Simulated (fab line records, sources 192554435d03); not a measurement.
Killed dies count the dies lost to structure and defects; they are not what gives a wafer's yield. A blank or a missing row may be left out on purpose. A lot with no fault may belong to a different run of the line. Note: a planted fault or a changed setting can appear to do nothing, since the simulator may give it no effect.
Lot-split experiment :: flow n5-finfet :: route with 1938 steps; 7 lots, 39 wafers read

THE SPLIT
At N5_SD_EPI_P_EPI_21 (deposits SiGe:B, time 355 s), the setting epi-growth-time-s was moved away from the recipe's 355 s on 18 of the 39 wafers read, by -10.5% to +5.1%. This setting was run at the recipe's value on the other wafers.

FROM THE SPLIT TO THE READING: what the file shows between them, 6 steps
- N5_SD_EPI_P_EPI_MEAS_23
- N5_SD_EPI_P_HM_STRIP_48: strips SiNx in H3PO4, material SiNx, target depth 3 nm
- N5_SD_EPI_P_SRD_49: time 30 s
- N5_SD_EPI_P_PRECLEAN_24: cleans in O3/DIW, time 45 s
- N5_SD_ACTIVATION_RTA_00: time 0 s
- N5_SD_ACTIVATION_LSA_01: time 0.0008 s

THE READING
RS_SD_P, in ohm/sq, at N5_SD_ACTIVATION_RS_MEAS_03 (measures by four-point-probe). A value of 56.3 ohm/sq with a standard deviation of 1.1 ohm/sq is what fault-free wafers of this fab line usually give.

wafer: L075.1
tool, chamber at the split: epi-rpcvd-04, 0
epi-growth-time-s as run, s: 355
against the recipe: recipe
RS_SD_P, ohm/sq: 56.7
against lot-mates on the recipe: -

wafer: L075.2
tool, chamber at the split: epi-rpcvd-04, 0
epi-growth-time-s as run, s: 336.6
against the recipe: -5.2%
RS_SD_P, ohm/sq: 58.9
against lot-mates on the recipe: +2.2

wafer: L075.3
tool, chamber at the split: epi-rpcvd-04, 0
epi-growth-time-s as run, s: 336.6
against the recipe: -5.2%
RS_SD_P, ohm/sq: 58.5
against lot-mates on the recipe: +1.8

wafer: L075.4
tool, chamber at the split: epi-rpcvd-04, 0
epi-growth-time-s as run, s: 355
against the recipe: recipe
RS_SD_P, ohm/sq: 57.1
against lot-mates on the recipe: -

wafer: L075.5
tool, chamber at the split: epi-rpcvd-04, 0
epi-growth-time-s as run, s: 336.6
against the recipe: -5.2%
RS_SD_P, ohm/sq: 58.6
against lot-mates on the recipe: +1.9

wafer: L075.6
tool, chamber at the split: epi-rpcvd-04, 0
epi-growth-time-s as run, s: 355
against the recipe: recipe
RS_SD_P, ohm/sq: 56.4
against lot-mates on the recipe: -

wafer: L079.2
tool, chamber at the split: epi-rpcvd-04, 0
epi-growth-time-s as run, s: 355
against the recipe: recipe
RS_SD_P, ohm/sq: 54.7
against lot-mates on the recipe: -

wafer: L079.3
tool, chamber at the split: epi-rpcvd-04, 0
epi-growth-time-s as run, s: 355
against the recipe: recipe
RS_SD_P, ohm/sq: 54.3
against lot-mates on the recipe: -

wafer: L079.6
tool, chamber at the split: epi-rpcvd-04, 0
epi-growth-time-s as run, s: 355
against the recipe: recipe
RS_SD_P, ohm/sq: 55.4
against lot-mates on the recipe: -

wafer: L083.1
tool, chamber at the split: epi-rpcvd-04, 0
epi-growth-time-s as run, s: 317.8
against the recipe: -10.5%
RS_SD_P, ohm/sq: 61.0
against lot-mates on the recipe: +4.0

wafer: L083.2
tool, chamber at the split: epi-rpcvd-04, 0
epi-growth-time-s as run, s: 355
against the recipe: recipe
RS_SD_P, ohm/sq: 57.0
against lot-mates on the recipe: -

wafer: L083.3
tool, chamber at the split: epi-rpcvd-04, 0
epi-growth-time-s as run, s: 317.8
against the recipe: -10.5%
RS_SD_P, ohm/sq: 60.6
against lot-mates on the recipe: +3.6

wafer: L083.4
tool, chamber at the split: epi-rpcvd-04, 0
epi-growth-time-s as run, s: 355
against the recipe: recipe
RS_SD_P, ohm/sq: 57.5
against lot-mates on the recipe: -

wafer: L083.5
tool, chamber at the split: epi-rpcvd-04, 0
epi-growth-time-s as run, s: 355
against the recipe: recipe
RS_SD_P, ohm/sq: 56.6
against lot-mates on the recipe: -

wafer: L083.6
tool, chamber at the split: epi-rpcvd-04, 0
epi-growth-time-s as run, s: 317.8
against the recipe: -10.5%
RS_SD_P, ohm/sq: 61.1
against lot-mates on the recipe: +4.1

wafer: L084.1
tool, chamber at the split: epi-rpcvd-04, 0
epi-growth-time-s as run, s: 326.9
against the recipe: -7.9%
RS_SD_P, ohm/sq: 58.9
against lot-mates on the recipe: +2.9

wafer: L084.2
tool, chamber at the split: epi-rpcvd-04, 0
epi-growth-time-s as run, s: 355
against the recipe: recipe
RS_SD_P, ohm/sq: 55.2
against lot-mates on the recipe: -

wafer: L084.3
tool, chamber at the split: epi-rpcvd-04, 0
epi-growth-time-s as run, s: 355
against the recipe: recipe
RS_SD_P, ohm/sq: 56.2
against lot-mates on the recipe: -

wafer: L084.4
tool, chamber at the split: epi-rpcvd-04, 0
epi-growth-time-s as run, s: 326.9
against the recipe: -7.9%
RS_SD_P, ohm/sq: 59.3
against lot-mates on the recipe: +3.3

wafer: L084.5
tool, chamber at the split: epi-rpcvd-04, 0
epi-growth-time-s as run, s: 326.9
against the recipe: -7.9%
RS_SD_P, ohm/sq: 59.3
against lot-mates on the recipe: +3.3

wafer: L084.6
tool, chamber at the split: epi-rpcvd-04, 0
epi-growth-time-s as run, s: 355
against the recipe: recipe
RS_SD_P, ohm/sq: 56.6
against lot-mates on the recipe: -

wafer: L094.1
tool, chamber at the split: epi-rpcvd-01, 0
epi-growth-time-s as run, s: 335.8
against the recipe: -5.4%
RS_SD_P, ohm/sq: 59.7
against lot-mates on the recipe: +2.8

wafer: L094.2
tool, chamber at the split: epi-rpcvd-01, 0
epi-growth-time-s as run, s: 355
against the recipe: recipe
RS_SD_P, ohm/sq: 57.1
against lot-mates on the recipe: -

wafer: L094.3
tool, chamber at the split: epi-rpcvd-01, 0
epi-growth-time-s as run, s: 335.8
against the recipe: -5.4%
RS_SD_P, ohm/sq: 59.1
against lot-mates on the recipe: +2.2

wafer: L094.4
tool, chamber at the split: epi-rpcvd-01, 0
epi-growth-time-s as run, s: 335.8
against the recipe: -5.4%
RS_SD_P, ohm/sq: 59.1
against lot-mates on the recipe: +2.2

wafer: L094.5
tool, chamber at the split: epi-rpcvd-01, 0
epi-growth-time-s as run, s: 355
against the recipe: recipe
RS_SD_P, ohm/sq: 56.8
against lot-mates on the recipe: -

wafer: L094.6
tool, chamber at the split: epi-rpcvd-01, 0
epi-growth-time-s as run, s: 355
against the recipe: recipe
RS_SD_P, ohm/sq: 56.7
against lot-mates on the recipe: -

wafer: L096.1
tool, chamber at the split: epi-rpcvd-01, 0
epi-growth-time-s as run, s: 373
against the recipe: +5.1%
RS_SD_P, ohm/sq: 54.8
against lot-mates on the recipe: -2.7

wafer: L096.2
tool, chamber at the split: epi-rpcvd-01, 0
epi-growth-time-s as run, s: 355
against the recipe: recipe
RS_SD_P, ohm/sq: 57.6
against lot-mates on the recipe: -

wafer: L096.3
tool, chamber at the split: epi-rpcvd-01, 0
epi-growth-time-s as run, s: 355
against the recipe: recipe
RS_SD_P, ohm/sq: 57.5
against lot-mates on the recipe: -

wafer: L096.4
tool, chamber at the split: epi-rpcvd-01, 0
epi-growth-time-s as run, s: 373
against the recipe: +5.1%
RS_SD_P, ohm/sq: 55.4
against lot-mates on the recipe: -2.1

wafer: L096.5
tool, chamber at the split: epi-rpcvd-01, 0
epi-growth-time-s as run, s: 355
against the recipe: recipe
RS_SD_P, ohm/sq: 57.5
against lot-mates on the recipe: -

wafer: L096.6
tool, chamber at the split: epi-rpcvd-01, 0
epi-growth-time-s as run, s: 373
against the recipe: +5.1%
RS_SD_P, ohm/sq: 54.2
against lot-mates on the recipe: -3.3

wafer: L097.1
tool, chamber at the split: epi-rpcvd-03, 0
epi-growth-time-s as run, s: 320.5
against the recipe: -9.7%
RS_SD_P, ohm/sq: 60.5
against lot-mates on the recipe: +4.7

wafer: L097.2
tool, chamber at the split: epi-rpcvd-03, 0
epi-growth-time-s as run, s: 355
against the recipe: recipe
RS_SD_P, ohm/sq: 56.0
against lot-mates on the recipe: -

wafer: L097.3
tool, chamber at the split: epi-rpcvd-03, 0
epi-growth-time-s as run, s: 320.5
against the recipe: -9.7%
RS_SD_P, ohm/sq: 60.2
against lot-mates on the recipe: +4.4

wafer: L097.4
tool, chamber at the split: epi-rpcvd-03, 0
epi-growth-time-s as run, s: 355
against the recipe: recipe
RS_SD_P, ohm/sq: 55.6
against lot-mates on the recipe: -

wafer: L097.5
tool, chamber at the split: epi-rpcvd-03, 0
epi-growth-time-s as run, s: 355
against the recipe: recipe
RS_SD_P, ohm/sq: 55.8
against lot-mates on the recipe: -

wafer: L097.6
tool, chamber at the split: epi-rpcvd-03, 0
epi-growth-time-s as run, s: 320.5
against the recipe: -9.7%
RS_SD_P, ohm/sq: 60.6
against lot-mates on the recipe: +4.8

FIT RESULTS
A straight line over all 39 wafers: RS_SD_P changes by -0.403 ohm/sq for each +1% of epi-growth-time-s; r = -0.92; the points scatter about the line by 0.77 ohm/sq.
The same after taking each lot's own level away (the mean of its wafers on the recipe; 39 wafers): -0.433 ohm/sq for each +1%; r = -0.98; scatter 0.43 ohm/sq.
Per that fit: largest epi-growth-time-s move, reading shift of 4.5 ohm/sq.
Across the lots, their own levels run from 54.80 to 57.53 ohm/sq, a range of 2.5 times the standard deviation given above.
The two slopes agree, so the slope changes little with the lot-to-lot level.
Check: +4.49 ohm/sq against its lot-mates is what the line predicts for one of the wafers moved furthest among these (-10.5%) when that wafer is left out of the fit. Against them it came out at +3.97 ohm/sq.

ADDITIONAL SPLITS CARRIED BY THESE WAFERS
Before the reading, these wafers also passed through other splits. Each is held against what the fit with the lots' levels taken away leaves over:
other split on the same wafers: N5_DUMMY_GATE_ETCH_32 time-s
wafers away from the commonest value: 12
r with RS_SD_P (lot level and that fit taken away): +0.31

THE WHOLE CHAIN: every reading that the file lists as answering this split, in the file's order
step: N5_SD_EPI_P_EPI_21
what it does: deposits SiGe:B, time 355 s
reading: SiGe-B_of_SD_EPI_P_EPI_21.thk-nm (the simulator's own value, which no gauge read)
change (the file's fit): +0.405 nm for each +1% of the setting
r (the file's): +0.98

step: N5_SD_EPI_P_EPI_MEAS_23
what it does: 
reading: thk-nm
change (the file's fit): withheld for each +1% of the setting
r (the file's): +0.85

step: N5_SD_EPI_P_HM_STRIP_48
what it does: strips SiNx in H3PO4, material SiNx, target depth 3 nm
reading: SiGe-B_of_SD_EPI_P_EPI_21.thk-nm (the simulator's own value, which no gauge read)
change (the file's fit): +0.399 nm for each +1% of the setting
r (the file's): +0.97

step: N5_SD_ACTIVATION_RS_MEAS_03
what it does: measures by four-point-probe
reading: RS_SD_P
change (the file's fit): -0.421 for each +1% of the setting
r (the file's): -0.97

THE FILE'S OWN FIT
RS_SD_P changes by -0.421 ohm/sq for each +1% of epi-growth-time-s, r = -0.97.
